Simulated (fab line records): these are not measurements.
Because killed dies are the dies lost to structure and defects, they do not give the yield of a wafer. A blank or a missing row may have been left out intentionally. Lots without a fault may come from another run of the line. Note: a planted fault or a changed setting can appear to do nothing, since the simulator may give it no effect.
Chamber matching ; flow nand harc ; 4 sister chambers for NHARC_P_ZERO_WELL_DESCUM_54 on rie diel-13
The step chemistry O2, time 3 s. 4 wafers are shown with their chamber, then 11 later ones without.

WAFERS PAIRED WITH THEIR CHAMBERS
wafer;chamber;showerhead plenum p Torr (Torr)
L083.3;3;2.06
L085.6;0;1.94
L087.6;2;2.01
L089.3;1;1.82

WAFERS MISSING THEIR CHAMBER
wafer;showerhead plenum p Torr (Torr)
L089.5;2.01
L089.6;2.06
L090.2;2.05
L090.3;2.00
L090.4;1.93
L092.3;1.82
L092.5;1.93
L092.6;2.05
L094.2;1.93
L094.4;2.00
L094.6;1.93

THE CHAMBER EACH PASSED THROUGH
wafer;from the rows above;in truth
L089.5;2;2
L089.6;3;3
L090.2;3;3
L090.3;2;2
L090.4;0;0
L092.3;1;1
L092.5;0;0
L092.6;3;3
L094.2;0;0
L094.4;2;2
L094.6;0;0
Placed correctly: 11 of 11. Left unplaced by these rows: 0. Number placed wrongly: 0.
How it was worked out, from the rows above alone: a wafer's distance from a chamber is the root of the sum, over the readings, of the square of ((its reading less the chamber's mean) divided by the reading's scatter). If the next closest chamber is less than 2 further off than the closest, the wafer can't be placed; otherwise it belongs to the closest. For every chamber, the mean is computed from those of its wafers that are shown. The scatter (one wafer shown for each chamber): square how far every hidden wafer sits from the nearest shown wafer, average those squares and take the square root.
